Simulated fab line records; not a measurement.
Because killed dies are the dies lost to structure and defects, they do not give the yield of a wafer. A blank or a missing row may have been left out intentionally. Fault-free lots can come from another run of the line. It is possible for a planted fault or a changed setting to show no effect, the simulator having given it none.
What tool caused it? ; flow n5-finfet ; Sampling: 23 lots, 69 wafers, 6 of 1938 route steps

WHAT EACH GAUGE READ, for each wafer
Not one reading of a measure or inspect step in the record can be checked against a usual standard deviation.

TOOL THAT RAN EACH LOT (tool first, then ch and the chambers of the sampled wafers, then the start)
lot;N5_BEOL_M7_PECVD_70;N5_BEOL_M7_ETCH_65;N5_BEOL_M7_STRIP_80;N5_BEOL_M7_DEGAS_44;N5_BEOL_M7_SPUTTER_48;N5_BEOL_M7_ANNEAL_51
L074;pecvd-02 ch 0,1,2, day 8 16:23;rie-diel-06 ch 0,1,3, day 8 20:31;rie-diel-06 ch 0,1,3, day 8 21:41 or earlier;pvd-sputter-03, day 8 21:41;pvd-sputter-02, day 8 22:21;rtp-anneal-01 ch 0, day 8 23:17
L075;pecvd-01 ch 0,1,2, day 9 00:26;rie-diel-06 ch 0,1, day 9 05:41;rie-diel-06 ch 0,1, day 9 06:43 or earlier;pvd-sputter-01, day 9 06:43;pvd-sputter-01, day 9 07:18;rtp-anneal-01 ch 0, day 9 07:44
L080;pecvd-04 ch 0,1, day 10 14:11;rie-diel-01 ch 0,2, day 10 18:47;rie-diel-01 ch 0,2, day 10 19:43 or earlier;pvd-sputter-01, day 10 19:43;pvd-sputter-02, day 10 20:41;rtp-anneal-02 ch 0, day 10 22:14
L077;pecvd-02 ch 0,2, day 10 14:44;rie-diel-06 ch 1,3, day 10 20:16;rie-diel-06 ch 1,3, day 10 21:10 or earlier;pvd-sputter-02, day 10 21:10;pvd-sputter-02, day 10 22:05;rtp-anneal-01 ch 0, day 10 23:07
L078;pecvd-01 ch 0,1, day 10 14:46;rie-diel-05 ch 0,1,3, day 10 20:35;rie-diel-05 ch 0,1,3, day 10 21:56 or earlier;pvd-sputter-02, day 10 21:56;pvd-sputter-02, day 10 22:41;rtp-anneal-02 ch 0, day 10 22:59
L079;pecvd-02 ch 0,2, day 10 16:29;rie-diel-01 ch 0,2,3, day 10 20:59;rie-diel-01 ch 0,2,3, day 10 22:01 or earlier;pvd-sputter-02, day 10 22:01;pvd-sputter-01, day 10 23:13;rtp-anneal-02 ch 0, day 10 23:31
L082;pecvd-01 ch 1,2, day 10 16:41;rie-diel-05 ch 1,3, day 10 21:02;rie-diel-05 ch 1,3, day 10 22:02 or earlier;pvd-sputter-03, day 10 22:02;pvd-sputter-01, day 10 23:18;rtp-anneal-01 ch 0, day 10 23:36
L083;pecvd-01 ch 0,1,2, day 10 22:01;rie-diel-06 ch 1,2, day 11 00:11;rie-diel-06 ch 1,2, day 11 01:59 or earlier;pvd-sputter-03, day 11 01:59;pvd-sputter-01, day 11 02:46;rtp-anneal-02 ch 0, day 11 03:14
L081;pecvd-04 ch 1,2, day 11 03:52;rie-diel-06 ch 1,2,3, day 11 07:05;rie-diel-06 ch 1,2,3, day 11 08:26 or earlier;pvd-sputter-02, day 11 08:26;pvd-sputter-02, day 11 09:13;rtp-anneal-01 ch 0, day 11 09:29
L084;pecvd-01 ch 0,1,2, day 11 18:52;rie-diel-01 ch 0,2,3, day 12 01:02;rie-diel-01 ch 0,2,3, day 12 02:14 or earlier;pvd-sputter-03, day 12 02:14;pvd-sputter-02, day 12 04:37;rtp-anneal-02 ch 0, day 12 04:49
L085;pecvd-02 ch 1,2, day 12 00:58;rie-diel-06 ch 1,2,3, day 12 06:26;rie-diel-06 ch 1,2,3, day 12 07:38 or earlier;pvd-sputter-01, day 12 07:38;pvd-sputter-01, day 12 08:50;rtp-anneal-02 ch 0, day 12 09:43
L086;pecvd-01 ch 1,2, day 12 10:36;rie-diel-05 ch 2,3, day 12 15:19;rie-diel-05 ch 2,3, day 12 16:13 or earlier;pvd-sputter-03, day 12 16:13;pvd-sputter-03, day 12 16:48;rtp-anneal-02 ch 0, day 12 17:01
L088;pecvd-04 ch 0,1,2, day 12 15:16;rie-diel-06 ch 1,2,3, day 12 18:31;rie-diel-06 ch 1,2,3, day 12 20:36 or earlier;pvd-sputter-03, day 12 20:36;pvd-sputter-01, day 12 21:26;rtp-anneal-01 ch 0, day 12 21:38
L087;pecvd-04 ch 0,1,2, day 12 19:51;rie-diel-05 ch 0,3, day 13 01:34;rie-diel-05 ch 0,3, day 13 02:46 or earlier;pvd-sputter-02, day 13 02:46;pvd-sputter-02, day 13 03:47;rtp-anneal-01 ch 0, day 13 04:05
L089;pecvd-01 ch 0,1, day 13 11:30;rie-diel-01 ch 1,2,3, day 13 13:31;rie-diel-01 ch 1,2,3, day 13 14:29 or earlier;pvd-sputter-02, day 13 14:29;pvd-sputter-01, day 13 16:04;rtp-anneal-02 ch 0, day 13 16:28
L090;pecvd-02 ch 0,2, day 13 14:17;rie-diel-05 ch 2,3, day 13 17:13;rie-diel-05 ch 2,3, day 13 18:24 or earlier;pvd-sputter-03, day 13 18:24;pvd-sputter-03, day 13 19:20;rtp-anneal-02 ch 0, day 13 19:42
L091;pecvd-01 ch 0,1,2, day 13 15:08;rie-diel-05 ch 0,2,3, day 13 21:13;rie-diel-05 ch 0,2,3, day 13 22:11 or earlier;pvd-sputter-01, day 13 22:11;pvd-sputter-01, day 13 23:20;rtp-anneal-02 ch 0, day 13 23:59
L092;pecvd-02 ch 0,1,2, day 13 16:14;rie-diel-01 ch 1,2,3, day 13 21:16;rie-diel-01 ch 1,2,3, day 13 22:12 or earlier;pvd-sputter-03, day 13 22:12;pvd-sputter-01, day 13 23:25;rtp-anneal-01 ch 0, day 14 00:22
L093;pecvd-04 ch 0, day 13 20:48;rie-diel-06 ch 0,2,3, day 14 01:37;rie-diel-06 ch 0,2,3, day 14 02:31 or earlier;pvd-sputter-02, day 14 02:31;pvd-sputter-01, day 14 04:48;rtp-anneal-01 ch 0, day 14 05:05
L094;pecvd-01 ch 1,2, day 14 09:43;rie-diel-01 ch 2,3, day 14 14:49;rie-diel-01 ch 2,3, day 14 15:57 or earlier;pvd-sputter-02, day 14 15:57;pvd-sputter-03, day 14 16:38;rtp-anneal-02 ch 0, day 14 17:13
L095;pecvd-01 ch 0,1,2, day 14 17:40;rie-diel-01 ch 0,1,3, day 14 20:22;rie-diel-01 ch 0,1,3, day 14 21:19 or earlier;pvd-sputter-02, day 14 21:19;pvd-sputter-02, day 14 21:55;rtp-anneal-01 ch 0, day 14 22:11
L096;pecvd-01 ch 0,2, day 14 23:37;rie-diel-01 ch 0,1, day 15 05:09;rie-diel-01 ch 0,1, day 15 06:12 or earlier;pvd-sputter-01, day 15 06:12;pvd-sputter-02, day 15 06:59;rtp-anneal-02 ch 0, day 15 07:16
L097;pecvd-01 ch 0,1, day 15 00:26;rie-diel-01 ch 1,2, day 15 05:40;rie-diel-01 ch 1,2, day 15 06:36 or earlier;pvd-sputter-03, day 15 06:36;pvd-sputter-02, day 15 08:59;rtp-anneal-02 ch 0, day 15 09:16
- N5_BEOL_M7_PECVD_70: deposits SiO2 from TEOS/O2, target thk 20 nm, time 22.7 s.
- N5_BEOL_M7_ETCH_65: etches SiARC in CF4, target depth 15.6 nm, time 26 s.
- N5_BEOL_M7_STRIP_80: strips in N2/H2, time 10 s.
- N5_BEOL_M7_DEGAS_44: time 60 s.
- N5_BEOL_M7_SPUTTER_48: material Cu, target thk 10 nm, time 1.667 s.
- N5_BEOL_M7_ANNEAL_51: time 90 s.

WHAT THE TOOLS THEMSELVES READ (means of the sampled wafers that have a number; where no wafer has one, the mark that the record gives instead)
N5_BEOL_M7_PECVD_70.
lot;tool;heater-power-outer-w (W);heater-power-w (W);showerhead-plenum-p-Torr (Torr);susceptor-temp-C (C);throttle-valve-pct (%)
L074;pecvd-02;459;753;8.79;400.14;21.5
L075;pecvd-01;519;810;8.85;400.19;21.2
L080;pecvd-04;513;791;8.77;399.97;21.6
L077;pecvd-02;375;685;8.78;400.02;21.8
L078;pecvd-01;542;812;8.86;400.23;21.8
L079;pecvd-02;463;768;8.79;399.71;21.7
L082;pecvd-01;495;756;8.85;399.94;21.4
L083;pecvd-01;505;783;8.87;400.00;21.3
L081;pecvd-04;466;748;8.77;399.78;20.9
L084;pecvd-01;500;772;8.86;399.86;21.3
L085;pecvd-02;504;780;8.80;399.76;21.4
L086;pecvd-01;541;827;8.86;399.96;21.4
L088;pecvd-04;502;796;8.77;400.13;21.2
L087;pecvd-04;493;772;8.76;399.87;21.1
L089;pecvd-01;498;767;8.86;400.04;22.0
L090;pecvd-02;421;734;8.78;400.16;21.8
L091;pecvd-01;483;772;8.87;400.09;21.5
L092;pecvd-02;427;718;8.79;400.28;21.7
L093;pecvd-04;542;843;8.76;400.10;21.4
L094;pecvd-01;446;733;8.88;399.88;21.0
L095;pecvd-01;477;749;8.86;400.16;21.5
L096;pecvd-01;485;810;8.88;399.89;21.4
L097;pecvd-01;550;823;8.84;400.18;22.2

N5_BEOL_M7_ETCH_65.
lot;tool;drypump-motor-current-A (A);etch-rf-on-time-s (s);oes-product-au (a.u.);rf-vpp-V (V);showerhead-plenum-p-Torr (Torr);throttle-valve-pct (%)
L074;rie-diel-06;5.7;26.5;0.67;183.6;2.13;15.80
L075;rie-diel-06;5.3;26.8;0.62;182.5;2.08;15.99
L080;rie-diel-01;6.0;26.1;0.64;183.9;2.12;15.59
L077;rie-diel-06;6.1;26.1;0.68;184.9;2.17;15.64
L078;rie-diel-05;5.8;26.6;0.60;183.5;2.11;15.74
L079;rie-diel-01;5.9;26.2;0.63;184.5;2.17;15.63
L082;rie-diel-05;5.9;26.5;0.60;183.7;2.16;15.75
L083;rie-diel-06;6.0;26.3;0.66;184.2;2.16;15.60
L081;rie-diel-06;6.1;26.1;0.65;184.0;2.16;15.64
L084;rie-diel-01;5.8;26.0;0.63;184.7;2.17;15.64
L085;rie-diel-06;6.2;26.4;0.65;184.2;2.16;15.63
L086;rie-diel-05;5.7;26.1;0.73;185.0;2.19;15.54
L088;rie-diel-06;6.2;26.6;0.64;183.8;2.16;15.64
L087;rie-diel-05;5.7;26.5;0.60;184.2;2.16;15.90
L089;rie-diel-01;6.1;26.0;0.62;184.4;2.15;15.51
L090;rie-diel-05;5.7;26.4;0.65;184.3;2.20;15.73
L091;rie-diel-05;5.7;26.3;0.66;184.4;2.14;15.74
L092;rie-diel-01;6.1;26.0;0.61;184.7;2.15;15.51
L093;rie-diel-06;5.8;26.2;0.67;184.5;2.19;15.71
L094;rie-diel-01;6.2;26.3;0.59;183.8;2.09;15.61
L095;rie-diel-01;5.8;25.8;0.63;184.9;2.21;15.58
L096;rie-diel-01;5.8;25.5;0.66;185.0;2.23;15.63
L097;rie-diel-01;6.3;26.0;0.61;183.8;2.09;15.51

N5_BEOL_M7_STRIP_80.
lot;tool;drypump-motor-current-A (A);oes-product-au (a.u.);rf-vpp-V (V);showerhead-plenum-p-Torr (Torr);throttle-valve-pct (%)
L074;rie-diel-06;5.7;0.79;58.9;2.51;23.9
L075;rie-diel-06;5.2;0.75;58.6;2.44;23.9
L080;rie-diel-01;6.1;0.74;59.5;2.51;23.5
L077;rie-diel-06;6.1;0.80;58.9;2.58;23.9
L078;rie-diel-05;5.8;0.71;58.5;2.49;23.7
L079;rie-diel-01;5.9;0.75;58.8;2.57;23.6
L082;rie-diel-05;5.9;0.70;58.8;2.55;23.6
L083;rie-diel-06;6.0;0.78;59.5;2.55;23.6
L081;rie-diel-06;6.2;0.76;59.4;2.55;23.7
L084;rie-diel-01;5.9;0.74;59.0;2.57;23.6
L085;rie-diel-06;6.2;0.76;59.6;2.55;23.7
L086;rie-diel-05;5.7;0.87;59.7;2.60;23.6
L088;rie-diel-06;6.2;0.75;58.4;2.55;23.7
L087;rie-diel-05;5.7;0.70;59.2;2.55;23.9
L089;rie-diel-01;6.1;0.72;58.3;2.55;23.4
L090;rie-diel-05;5.7;0.77;59.6;2.61;23.8
L091;rie-diel-05;5.7;0.78;60.1;2.54;23.8
L092;rie-diel-01;6.1;0.72;59.5;2.55;23.4
L093;rie-diel-06;5.8;0.79;59.2;2.58;23.7
L094;rie-diel-01;6.2;0.70;59.6;2.48;23.5
L095;rie-diel-01;5.8;0.74;59.7;2.63;23.5
L096;rie-diel-01;5.8;0.76;59.4;2.65;23.5
L097;rie-diel-01;6.4;0.71;59.4;2.48;23.3

N5_BEOL_M7_DEGAS_44.
lot;tool;heater-power-w (W);susceptor-temp-C (C)
L074;pvd-sputter-03;323;249.91
L075;pvd-sputter-01;330;250.02
L080;pvd-sputter-01;332;250.18
L077;pvd-sputter-02;327;250.04
L078;pvd-sputter-02;339;250.07
L079;pvd-sputter-02;319;249.97
L082;pvd-sputter-03;317;250.01
L083;pvd-sputter-03;337;250.06
L081;pvd-sputter-02;342;250.07
L084;pvd-sputter-03;338;249.93
L085;pvd-sputter-01;332;250.18
L086;pvd-sputter-03;345;250.02
L088;pvd-sputter-03;338;250.01
L087;pvd-sputter-02;331;249.96
L089;pvd-sputter-02;337;249.98
L090;pvd-sputter-03;329;250.17
L091;pvd-sputter-01;332;249.91
L092;pvd-sputter-03;339;250.00
L093;pvd-sputter-02;339;249.83
L094;pvd-sputter-02;340;249.92
L095;pvd-sputter-02;339;250.06
L096;pvd-sputter-01;339;249.96
L097;pvd-sputter-03;344;249.95

N5_BEOL_M7_SPUTTER_48.
lot;tool;cathode-dc-power-W (W);chamber-pressure-pa (Pa);susceptor-temp-C (C);throttle-valve-pct (%)
L074;pvd-sputter-02;26005;0.12983;-19.95;29.6
L075;pvd-sputter-01;25999;0.12951;-19.93;29.9
L080;pvd-sputter-02;26001;0.12967;-20.06;30.9
L077;pvd-sputter-02;25999;0.13042;-20.10;29.5
L078;pvd-sputter-02;26002;0.12997;-19.99;30.4
L079;pvd-sputter-01;25998;0.12998;-19.93;30.0
L082;pvd-sputter-01;25998;0.12992;-19.98;30.1
L083;pvd-sputter-01;26000;0.13002;-19.90;29.5
L081;pvd-sputter-02;26002;0.12989;-19.92;30.6
L084;pvd-sputter-02;25999;0.13010;-20.00;30.6
L085;pvd-sputter-01;25998;0.12971;-20.05;30.0
L086;pvd-sputter-03;25997;0.12999;-20.05;29.6
L088;pvd-sputter-01;26007;0.13004;-20.00;30.7
L087;pvd-sputter-02;25999;0.12999;-20.03;30.1
L089;pvd-sputter-01;26005;0.13004;-20.04;31.1
L090;pvd-sputter-03;25999;0.13013;-19.89;29.7
L091;pvd-sputter-01;26000;0.12995;-19.99;31.1
L092;pvd-sputter-01;26000;0.13004;-20.02;29.4
L093;pvd-sputter-01;26002;0.13017;-19.94;28.9
L094;pvd-sputter-03;25997;0.13024;-19.94;29.2
L095;pvd-sputter-02;25999;0.12980;-20.03;29.6
L096;pvd-sputter-02;26000;0.13003;-19.98;30.5
L097;pvd-sputter-02;25998;0.13031;-20.11;30.6

N5_BEOL_M7_ANNEAL_51.
lot;tool;wafer_temp_C_max
L074;rtp-anneal-01;225.8
L075;rtp-anneal-01;225.9
L080;rtp-anneal-02;226.4
L077;rtp-anneal-01;226.2
L078;rtp-anneal-02;226.4
L079;rtp-anneal-02;226.7
L082;rtp-anneal-01;225.8
L083;rtp-anneal-02;226.4
L081;rtp-anneal-01;226.3
L084;rtp-anneal-02;226.2
L085;rtp-anneal-02;226.6
L086;rtp-anneal-02;226.3
L088;rtp-anneal-01;226.2
L087;rtp-anneal-01;225.7
L089;rtp-anneal-02;226.4
L090;rtp-anneal-02;226.2
L091;rtp-anneal-02;226.5
L092;rtp-anneal-01;225.7
L093;rtp-anneal-01;225.8
L094;rtp-anneal-02;226.5
L095;rtp-anneal-01;225.7
L096;rtp-anneal-02;226.4
L097;rtp-anneal-02;226.8

THE ANSWER, worked out from the rows above alone
Rule: the usual values come from the lots themselves. Put in order of their means at a reading, lots are off if they are a third of the lots or fewer, leave a main group of 4 or more, and stand apart from it by a gap of 3 or more times the standard deviation of the main group's means; of several such gaps the widest counts. If all means in a main group match to the digits the tables above print for the reading, that group is not used. Also off: a lot with no number at a reading for which 4 or more lots have one. Any other lot the step has rows for is counted as sound. First the gauges in route order, then the tools' own readings, where a lot's mean is used as printed above. At the first step where some lot is off, the reading lying furthest off is the one used; lots without a number count as furthest.
Across all readings shown, no lot is off: no conclusion can be drawn from this.

WHAT THE SIMULATOR PUT IN
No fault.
